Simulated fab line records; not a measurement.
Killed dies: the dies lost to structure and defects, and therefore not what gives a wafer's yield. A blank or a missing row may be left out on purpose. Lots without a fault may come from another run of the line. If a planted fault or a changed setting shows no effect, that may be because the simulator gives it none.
fab line records | flow nand-harc
record lots=5 | wafers=15 | last-day=26
route steps=1159 shown P_M2@330 END@1159
lots untouched by any fault: they come from a run of this same line in which no faults occurred
start-h: hours from the record's opening day to when the first of the lot's shown wafers began | wait-h: time in hours since the lot's previous step | " same as the row above | L1.1+2: a single row standing in for several wafers | - no value present, or no start provided | * or withheld: withheld | < > ~ a bound
route shown NAME@n: NAME is a module with steps in the file, n the number in the route of the first one | usual: mean/standard deviation of fault-free wafers | same: alike in all rows | chamber/n: place in a boat | sites: the reading at each site | _std_site: their standard deviation | _edge_site: outer sites' mean less inner sites' | radius-mm: for every site, how far away it sits from the centre of the wafer | mask NAME#n: copy n | behind: the last tool/chamber to shape the wafer | hold: why the lot was held/for how many hours/how that ended | device: the transistor (n, p or np) that didn't switch | end of line: at the end of the route, the tests of the same wafers | step lacking rows: just its recipe | killed: the dies lost at the first sort to structure and to defects; this is not the yield of the wafer | map: shows each die of a wafer: x if killed, . if not, _ if none is there
set.NAME: the run value of the setting; set.NAME@STEP: its run value at that earlier step | model.NAME: the simulator's own value behind a step, which no gauge read
lots seen at some steps along the route; tables by step, rows by wafer
services: the hour from which a tool's chamber was out of use, counted from the record's first day as start-h (under 0 if before that day), plus the number of hours and why
## steps
# step NHARC_P_M2_INSPECT_11
# usual raw-defect-count=4.1/2.8
lot.wafer | tool              | chamber | start-h | wait-h | raw-defect-count
L210.2    | defect-inspect-02 | -       | 150.87  | 0.0    | 5
L210.4    | "                 | -       | "       | "      | 1
L210.6    | "                 | -       | "       | "      | 4
L212.2    | defect-inspect-01 | -       | 164.14  | 0.0    | 16
L212.3    | "                 | -       | "       | "      | 12
L212.6    | "                 | -       | "       | "      | 14
L215.2    | defect-inspect-01 | -       | 182.05  | 0.0    | 1
L215.4    | "                 | -       | "       | "      | 3
L215.6    | "                 | -       | "       | "      | 1
L216.2    | defect-inspect-01 | -       | 187.73  | 0.0    | 3
L216.4    | "                 | -       | "       | "      | 1
L216.5    | "                 | -       | "       | "      | 5
L225.1    | defect-inspect-01 | -       | 247.64  | 0.0    | 6
L225.2    | "                 | -       | "       | "      | 3
L225.3    | "                 | -       | "       | "      | 1
# step NHARC_P_M2_DESCUM_14
# recipe time-s=3 | o2-flow-sccm=200 | ar-flow-sccm=0 | bias-power-w=0 | chemistry=O2
# usual drypump-motor-current-A=5.8/0.33 | oes-product-au=1.002/0.011 | rf-vpp-V=57.9/0.94 | showerhead-plenum-p-Torr=1.92/0.074 | throttle-valve-pct=11.312/0.0081
lot.wafer | tool        | chamber | start-h | wait-h | drypump-motor-current-A | oes-product-au | rf-hours-counter-h | rf-vpp-V | showerhead-plenum-p-Torr | throttle-valve-pct
L210.4    | rie-diel-03 | 3       | 150.94  | 0.1    | 5.6                     | 1.012          | 3                  | 58.3     | 1.94                     | 11.309
L210.2    | "           | 0       | "       | "      | 6.3                     | 1.002          | 4                  | 57.8     | 1.91                     | 11.312
L210.6    | "           | 3       | "       | "      | 5.5                     | 1.004          | -                  | 58.1     | 1.94                     | 11.316
L212.2    | rie-diel-03 | 0       | 164.22  | 0.1    | 6.3                     | 1.004          | 4                  | 57.5     | 1.91                     | 11.300
L212.3    | "           | 1       | "       | "      | 5.7                     | 1.016          | 5                  | 58.1     | 2.03                     | 11.315
L212.6    | "           | 2       | "       | "      | 5.8                     | 1.008          | -                  | 58.2     | 1.80                     | 11.299
L215.4    | rie-diel-03 | 0       | 182.12  | 0.1    | 6.3                     | 1.000          | 5                  | 57.6     | 1.91                     | 11.317
L215.2    | "           | 1       | "       | "      | 5.7                     | 1.012          | 5                  | 58.5     | 2.03                     | 11.306
L215.6    | "           | 0       | "       | "      | 6.3                     | 1.001          | -                  | 57.7     | 1.91                     | 11.316
L216.4    | rie-diel-03 | 3       | 187.79  | 0.1    | 5.6                     | 1.008          | 5                  | 57.3     | 1.94                     | 11.297
L216.2    | "           | 0       | "       | "      | 6.3                     | 0.994          | 5                  | 58.1     | 1.91                     | 11.325
L216.5    | "           | 3       | "       | "      | 5.6                     | 1.013          | -                  | 57.7     | 1.94                     | 11.319
L225.3    | rie-diel-03 | 2       | 247.70  | 0.1    | 5.7                     | 0.995          | 1                  | 57.8     | 1.80                     | 11.321
L225.2    | "           | 3       | "       | "      | 5.6                     | 0.993          | 1                  | 57.3     | 1.94                     | 11.300
L225.1    | "           | 1       | "       | "      | 5.7                     | 1.000          | 1                  | 58.1     | 2.03                     | 11.317
# step NHARC_P_M2_ETCH_35
# recipe target-depth-a=400 | overetch-a=120 | time-s=43.94 | ion-energy-ev=200 | n2-flow-sccm=150 | h2-flow-sccm=150 | ar-flow-sccm=0 | rf-w=400 | bias-w=150 | chemistry=N2/H2
# step NHARC_P_M2_ETCH_15
# recipe target-depth-a=1825 | time-s=91.2 | c4f8-flow-sccm=withheld | ar-flow-sccm=400 | rf-w=600 | bias-w=300 | chemistry=C4F8/Ar
# step NHARC_P_M2_CD_MEAS_16
# usual cd-nm=170.6/0.92
lot.wafer | tool      | chamber | start-h | wait-h | cd-nm
L210.2    | cd-sem-02 | -       | 151.25  | -      | 168.8
L210.4    | "         | -       | "       | "      | 169.8
L210.6    | "         | -       | "       | "      | 169.5
L212.2    | cd-sem-01 | -       | 164.51  | -      | 170.1
L212.3    | "         | -       | "       | "      | 171.5
L212.6    | "         | -       | "       | "      | 171.0
L215.2    | cd-sem-03 | -       | 182.42  | -      | 170.5
L215.4    | "         | -       | "       | "      | 170.8
L215.6    | "         | -       | "       | "      | 169.2
L216.2    | cd-sem-02 | -       | 188.10  | -      | 170.1
L216.4    | "         | -       | "       | "      | 171.2
L216.5    | "         | -       | "       | "      | 170.4
L225.1    | cd-sem-02 | -       | 248.01  | -      | 168.2
L225.2    | "         | -       | "       | "      | 170.6
L225.3    | "         | -       | "       | "      | 169.5
# step NHARC_P_M2_STRIP_18
# recipe power-w=1000 | n2-flow-sccm=150 | h2-flow-sccm=150 | ar-flow-sccm=0 | bias-w=0 | chemistry=N2/H2
# step NHARC_P_M2_ETCH_28
# recipe target-depth-a=300 | over-etch-frac=0.3 | time-s=72.99 | ion-energy-ev=150 | cf4-flow-sccm=50 | n2-flow-sccm=100 | ar-flow-sccm=150 | rf-w=300 | bias-w=100 | chemistry=CF4/N2
# usual drypump-motor-current-A=5.8/0.35 | oes-product-au=1.000/0.012 | rf-vpp-V=314.4/1.9 | showerhead-plenum-p-Torr=2.64/0.1 | throttle-valve-pct=19.794/0.0089
lot.wafer | tool        | chamber | start-h | wait-h | drypump-motor-current-A | oes-product-au | rf-hours-counter-h | rf-vpp-V | showerhead-plenum-p-Torr | throttle-valve-pct
L210.2    | rie-diel-03 | 0       | -       | -      | 6.3                     | 1.014          | 4                  | 314.7    | 2.62                     | 19.778
L210.4    | "           | 2       | "       | "      | 5.8                     | 1.007          | 4                  | 311.9    | 2.48                     | 19.787
L210.6    | "           | 1       | "       | "      | 5.7                     | 1.020          | -                  | 316.8    | 2.78                     | 19.791
L212.2    | rie-diel-13 | 1       | -       | -      | 5.2                     | 0.992          | 12                 | 313.2    | 2.68                     | 19.805
L212.3    | "           | 2       | "       | "      | 6.0                     | 0.998          | 12                 | 311.4    | 2.51                     | 19.792
L212.6    | "           | 1       | "       | "      | 5.2                     | 0.995          | -                  | 315.6    | 2.68                     | 19.788
L215.4    | rie-diel-03 | 1       | -       | -      | 5.7                     | 1.018          | 5                  | 316.5    | 2.77                     | 19.807
L215.2    | "           | 0       | "       | "      | 6.3                     | 1.005          | 5                  | 315.2    | 2.62                     | 19.790
L215.6    | "           | 2       | "       | "      | 5.8                     | 1.012          | -                  | 312.6    | 2.48                     | 19.790
L216.4    | rie-diel-03 | 2       | -       | -      | 5.8                     | 1.019          | 5                  | 310.7    | 2.48                     | 19.783
L216.2    | "           | 3       | "       | "      | 5.6                     | 1.016          | 5                  | 315.2    | 2.66                     | 19.781
L216.5    | "           | 1       | "       | "      | 5.7                     | 1.011          | -                  | 319.4    | 2.77                     | 19.797
L225.2    | rie-diel-11 | 0       | -       | -      | 5.8                     | 1.003          | 19                 | 316.0    | 2.66                     | 19.787
L225.3    | "           | 1       | "       | "      | 5.5                     | 0.986          | 19                 | 315.5    | 2.75                     | 19.799
L225.1    | "           | 3       | "       | "      | 6.6                     | 1.001          | 19                 | 314.7    | 2.70                     | 19.784
# step NHARC_P_M2_STRIP_19
# recipe time-s=600 | temp-c=30 | chemistry=post-etch-residue-remover
# step NHARC_P_M2_DEGAS_29
# recipe temp-c=250 | time-s=60
# usual heater-power-w=331/28 | susceptor-temp-C=249.99/0.17
lot.wafer | tool           | chamber | start-h | wait-h | heater-power-w | susceptor-temp-C
L210.4    | pvd-sputter-03 | -       | 151.96  | -      | 345            | -
L210.2    | "              | -       | "       | "      | 305            | -
L210.6    | "              | -       | "       | "      | 329            | -
L212.3    | pvd-sputter-03 | -       | 165.24  | -      | 374            | 250.11
L212.2    | "              | -       | "       | "      | 304            | 249.97
L212.6    | "              | -       | "       | "      | 338            | 250.02
L215.2    | pvd-sputter-01 | -       | 183.13  | -      | 353            | 249.99
L215.4    | "              | -       | "       | "      | 328            | 250.01
L215.6    | "              | -       | "       | "      | 298            | 250.01
L216.2    | pvd-sputter-01 | -       | 188.81  | -      | 305            | 249.79
L216.4    | "              | -       | "       | "      | 350            | 249.89
L216.5    | "              | -       | "       | "      | 311            | 250.02
L225.3    | pvd-sputter-01 | -       | 248.81  | -      | 310            | 250.07
L225.2    | "              | -       | "       | "      | 346            | 249.87
L225.1    | "              | -       | "       | "      | 299            | 249.76
# step NHARC_P_M2_PRE_CLEAN_30
# recipe time-s=30 | temp-c=280 | gas=H2/He
# step NHARC_P_M2_PVD_20
# recipe target-thk-a=50 | bias-v=168.6 | power-w=15000 | chamber-pressure-pa=0.12 | time-s=8.06 | substrate-temp-c=50 | material=TaN
# usual substrate-temp-c=50.00/0.12 | throttle-valve-pct=30.3/1.2
lot.wafer | tool           | chamber | start-h | wait-h | substrate-temp-c | throttle-valve-pct
L210.2    | pvd-sputter-03 | -       | -       | -      | 49.78            | 29.2
L210.4    | "              | -       | "       | "      | 50.11            | 31.2
L210.6    | "              | -       | "       | "      | 49.86            | 30.1
L212.2    | pvd-sputter-03 | -       | -       | -      | 50.16            | 29.8
L212.3    | "              | -       | "       | "      | 49.98            | 29.3
L212.6    | "              | -       | "       | "      | 50.40            | 30.0
L215.2    | pvd-sputter-01 | -       | -       | -      | 49.90            | 29.5
L215.4    | "              | -       | "       | "      | 49.98            | 28.7
L215.6    | "              | -       | "       | "      | 49.93            | 32.3
L216.4    | pvd-sputter-01 | -       | -       | -      | 50.16            | 32.3
L216.2    | "              | -       | "       | "      | 49.88            | 31.7
L216.5    | "              | -       | "       | "      | 50.11            | 29.1
L225.2    | pvd-sputter-01 | -       | -       | -      | 49.87            | 32.3
L225.1    | "              | -       | "       | "      | 49.82            | 28.9
L225.3    | "              | -       | "       | "      | 49.84            | 29.3
# step NHARC_P_M2_PVD_21
# recipe target-thk-a=300 | chamber-pressure-pa=5 | power-w=5000 | substrate-temp-c=30 | time-s=20.49 | material=Cu
# step NHARC_P_M2_ECD_22
# recipe target-thk-a=4000 | bath-temp-c=25 | material=Cu
lot.wafer  | tool      | chamber | start-h | wait-h
L210.2+4+6 | ecd-cu-01 | 1       | 152.32  | -
L212.2+3+6 | ecd-cu-02 | 0,1,1   | 165.65  | -
L215.2+4+6 | ecd-cu-01 | 0,1,1   | 183.84  | -
L216.2+4+5 | ecd-cu-02 | 0,1,1   | 189.22  | -
L225.2+1+3 | ecd-cu-02 | 0,1,1   | 249.20  | -
# step NHARC_P_M2_ANNEAL_31
# recipe temp-c=225 | time-s=90
# usual anneal-temp-c=224.98/0.19 | wafer_temp_C_max=226.0/0.38
lot.wafer | tool          | chamber | start-h | wait-h | anneal-temp-c | wafer_temp_C_max
L210.2    | rtp-anneal-01 | 0       | 152.79  | 0.4    | 225.18        | 225.8
L210.4    | "             | 0       | "       | "      | 224.93        | 226.1
L210.6    | "             | 0       | "       | "      | 225.26        | 225.7
L212.2    | rtp-anneal-02 | 0       | 166.03  | 0.3    | 224.66        | 225.4
L212.3    | "             | 0       | "       | "      | 224.99        | 225.3
L212.6    | "             | 0       | "       | "      | 224.83        | 225.7
L215.2    | rtp-anneal-02 | 0       | 184.27  | -      | 224.99        | 225.9
L215.4    | "             | 0       | "       | "      | 225.19        | 225.8
L215.6    | "             | 0       | "       | "      | 224.93        | 226.0
L216.2    | rtp-anneal-01 | 0       | 189.60  | -      | 225.20        | 226.4
L216.4    | "             | 0       | "       | "      | 225.03        | 226.7
L216.5    | "             | 0       | "       | "      | 224.91        | 225.9
L225.1    | rtp-anneal-02 | 0       | 249.57  | 0.3    | 224.92        | 225.6
L225.2    | "             | 0       | "       | "      | 224.85        | 225.8
L225.3    | "             | 0       | "       | "      | 224.84        | 225.4
# step NHARC_P_M2_CMP_23
# recipe t-overpolish-s=20 | target-thk-nm=144.3
# usual edge-zone-pressure-frac=1.000/0.0052 | motor-current-A=11.8/0.98 | time-to-endpoint-s=30/3.5
lot.wafer | tool   | chamber | start-h | wait-h | edge-zone-pressure-frac | motor-current-A | time-to-endpoint-s
L210.4    | cmp-01 | 0       | 153.11  | -      | 0.994                   | 13.2            | 34
L210.2    | "      | 1       | "       | "      | 1.001                   | 11.0            | 37
L210.6    | "      | 3       | "       | "      | 0.998                   | 11.3            | 32
L212.3    | cmp-03 | 1       | 166.35  | -      | 1.007                   | 11.9            | 26
L212.2    | "      | 2       | "       | "      | 1.003                   | 13.8            | 25
L212.6    | "      | 1       | "       | "      | 0.999                   | 10.8            | 28
L215.2    | cmp-01 | 2       | 184.59  | -      | 1.011                   | 13.1            | 31
L215.4    | "      | 3       | "       | "      | 0.998                   | 10.8            | 47
L215.6    | "      | 2       | "       | "      | 0.999                   | 12.9            | 47
L216.4    | cmp-03 | 0       | 189.92  | -      | 0.999                   | 12.5            | 24
L216.2    | "      | 1       | "       | "      | 1.001                   | 11.6            | 26
L216.5    | "      | 3       | "       | "      | 1.008                   | 11.1            | 25
L225.1    | cmp-02 | 3       | 249.92  | -      | 1.001                   | 10.8            | 27
L225.2    | "      | 0       | "       | "      | 1.008                   | 11.3            | 30
L225.3    | "      | 1       | "       | "      | 1.000                   | 12.4            | 35
# step NHARC_P_M2_THK_MEAS_24
# recipe thk-meas-gauge=xrf
# usual thk-nm=145.1/1.6
lot.wafer | tool          | chamber | start-h | wait-h | thk-nm
L210.2    | film-metro-02 | -       | 153.39  | -      | 147.2
L210.4    | "             | -       | "       | "      | 145.3
L210.6    | "             | -       | "       | "      | 143.9
L212.2    | film-metro-02 | -       | 166.63  | -      | 144.5
L212.3    | "             | -       | "       | "      | 143.1
L212.6    | "             | -       | "       | "      | 144.3
L215.2    | film-metro-01 | -       | 184.88  | -      | 143.6
L215.4    | "             | -       | "       | "      | 143.5
L215.6    | "             | -       | "       | "      | 145.4
L216.2    | film-metro-01 | -       | 190.21  | -      | 144.6
L216.4    | "             | -       | "       | "      | 145.0
L216.5    | "             | -       | "       | "      | 143.6
L225.1    | film-metro-01 | -       | 250.23  | -      | 144.6
L225.2    | "             | -       | "       | "      | 145.0
L225.3    | "             | -       | "       | "      | 147.3
# step NHARC_END_SORT_01
# recipe temp-c=25
# usual defect-limited-yield=95.4/1.7 | killed-at-array=27/12 | killed-at-other=0.9/1.1 | killed-at-periphery=3.2/2.4 | killed-dies=31/12 | killed-open=3.3/1.7 | killed-short=2.0/1.6 | sort_bin_2_pct=1.5/0.74 | sort_bin_3_pct=0.25/0.22 | sort_bin_4_pct=2.9/1.1 | sort-n-pass=646/12 | sort-rim-yield-pct=97.2/1.8 | sort-yield-pct=95.4/1.7
# same gross-dies=677 | sort_bin_5_pct[%]=0 | sort_bin_6_pct[%]=0 | sort_bin_7_pct[%]=0 | sort_bin_8_pct[%]=0 | sort-rim-n-gross=106.00
lot.wafer | tool      | chamber | start-h | wait-h | defect-limited-yield[%] | killed-at-array | killed-at-other | killed-at-periphery | killed-dies | killed-open | killed-short | sort_bin_2_pct[%] | sort_bin_3_pct[%] | sort_bin_4_pct[%] | sort-n-pass | sort-rim-yield-pct[%] | sort-yield-pct[%]
L210.2    | prober-01 | 0       | 548.69  | 2.8    | 96.6                    | 20              | 0               | 3                   | 23          | 5           | 2            | 0.6               | 0.15              | 2.7               | 654         | 99.1                  | 96.6
L210.4    | prober-01 | 0       | 550.33  | 3.5    | 97.0                    | 17              | 0               | 3                   | 20          | 1           | 2            | 0.9               | 0.15              | 1.9               | 657         | 98.1                  | 97.0
L210.6    | prober-01 | 0       | 551.97  | 4.1    | 95.9                    | 22              | 0               | 6                   | 28          | 6           | 3            | 0.6               | 0.15              | 3.4               | 649         | 97.2                  | 95.9
L212.2    | prober-02 | 0       | 564.29  | 2.8    | 95.9                    | 13              | 1               | 14                  | 28          | 4           | 2            | 1.5               | 0.15              | 2.5               | 649         | 100.0                 | 95.9
L212.3    | prober-02 | 0       | 565.09  | 3.1    | 96.9                    | 10              | 0               | 11                  | 21          | 3           | 5            | 0.6               | 0.15              | 2.4               | 656         | 97.2                  | 96.9
L212.6    | prober-02 | 0       | 567.47  | 4.0    | 97.0                    | 9               | 0               | 11                  | 20          | 0           | 1            | 0.7               | 0.15              | 2.1               | 657         | 98.1                  | 97.0
# killed by level:class
L210.2 A_SLIT:chamber-film-flake=11 A_ONON_D1:geometric-particle:open=2 P_GATE:chamber-film-flake=2 A_CONTACT:chamber-film-flake=2 P_GATE:geometric-particle:short=1 A_CHANNEL_FILL_D1:geometric-particle:short=1 A_WL_FILL:geometric-particle:open=1 A_CONTACT:geometric-particle:open=1
L210.4 A_SLIT:chamber-film-flake=8 A_CHANNEL_HOLE_D1:chamber-film-flake=3 A_CONTACT:chamber-film-flake=3 A_CHANNEL_FILL_D1:chamber-film-flake=2 P_M0:geometric-particle:open=1 P_M0:geometric-particle:short=1 A_WL_FILL:geometric-particle:short=1 P_GATE:chamber-film-flake=1
L210.6 A_SLIT:chamber-film-flake=11 P_M0:geometric-particle:open=2 A_ONON_D1:geometric-particle:short=2 P_GATE:chamber-film-flake=2 A_CHANNEL_HOLE_D1:chamber-film-flake=2 P_GATE:geometric-particle:open=1 P_M1:geometric-particle:open=1 A_CHANNEL_HOLE_D1:geometric-particle:open=1
L212.2 A_CHANNEL_HOLE_D1:chamber-film-flake=7 P_M1:chamber-film-flake=6 P_CONTACT:chamber-film-flake=4 A_CONTACT:geometric-particle:open=2 P_STI:chamber-film-flake=2 A_CONTACT:chamber-film-flake=2 P_STI:geometric-particle:open=1 P_GATE:geometric-particle:short=1
L212.3 P_CONTACT:chamber-film-flake=4 P_M1:chamber-film-flake=3 A_ZERO_WELL:chamber-film-flake=3 A_WL_FILL:geometric-particle:short=2 P_STI:chamber-film-flake=2 P_M0:geometric-particle:short=1 P_M2:geometric-particle:open=1 A_CHANNEL_HOLE_D1:geometric-particle:short=1
L212.6 P_CONTACT:chamber-film-flake=7 P_GATE:chamber-film-flake=2 P_M1:chamber-film-flake=2 A_ZERO_WELL:chamber-film-flake=2 A_CHANNEL_HOLE_D1:chamber-film-flake=2 A_WL_FILL:chamber-film-flake=2 A_CONTACT:chamber-film-flake=2 A_CONTACT:geometric-particle:short=1
## services
tool           | chamber | start-h | hours | kind
cmp-02         | -       | 128.50  | 4.0   | pm
rtp-anneal-02  | -       | 142.14  | 0.7   | repair
rie-diel-03    | 0       | 145.32  | -     | clean
rie-diel-03    | 1       | 145.32  | -     | clean
rie-diel-03    | 2       | 145.32  | -     | clean
rie-diel-03    | 3       | 145.32  | -     | clean
cmp-03         | -       | 156.12  | 4.0   | pm
ecd-cu-02      | -       | 156.76  | 2.0   | repair
pvd-sputter-01 | -       | 158.02  | 10.0  | pm
rie-diel-11    | 3       | 174.31  | 11.6  | repair
cmp-01         | -       | 179.50  | 4.0   | pm
ecd-cu-02      | -       | 180.00  | 8.0   | pm
rie-diel-11    | 1       | 181.20  | 9.2   | repair
rie-diel-11    | -       | 189.54  | 9.0   | pm
ecd-cu-01      | -       | 189.61  | 2.9   | repair
rie-diel-03    | -       | 198.44  | 2.1   | repair
cmp-01         | -       | 210.32  | 0.6   | repair
rie-diel-03    | 0       | 215.06  | 3.3   | repair
rie-diel-03    | -       | 215.32  | 9.0   | pm
rie-diel-13    | 0       | 225.81  | 19.4  | repair
cmp-02         | -       | 226.50  | 4.0   | pm
cmp-01         | -       | 240.66  | 1.2   | repair
cmp-03         | -       | 243.76  | 6.6   | repair
ecd-cu-01      | -       | 249.54  | 1.6   | repair
## key
first-sign step=NHARC_P_M2_CMP_23 | reading=time-to-endpoint-s | direction=up | sigmas=4.8 | usual=* | struck=*
effect none on later readings
met-at NHARC_P_M2_ECD_22
struck-wafers L215.4,L215.6
onset-between 152.32 183.84
fault kind=process-parameter-drift | tool=ecd-cu-01 | chamber=1 | onset-h=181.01 | steps=NHARC_P_M2_ECD_22 | channel=target-thk-a | offset=* | shape=step | end-h=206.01 | acts-in=* | stated=*
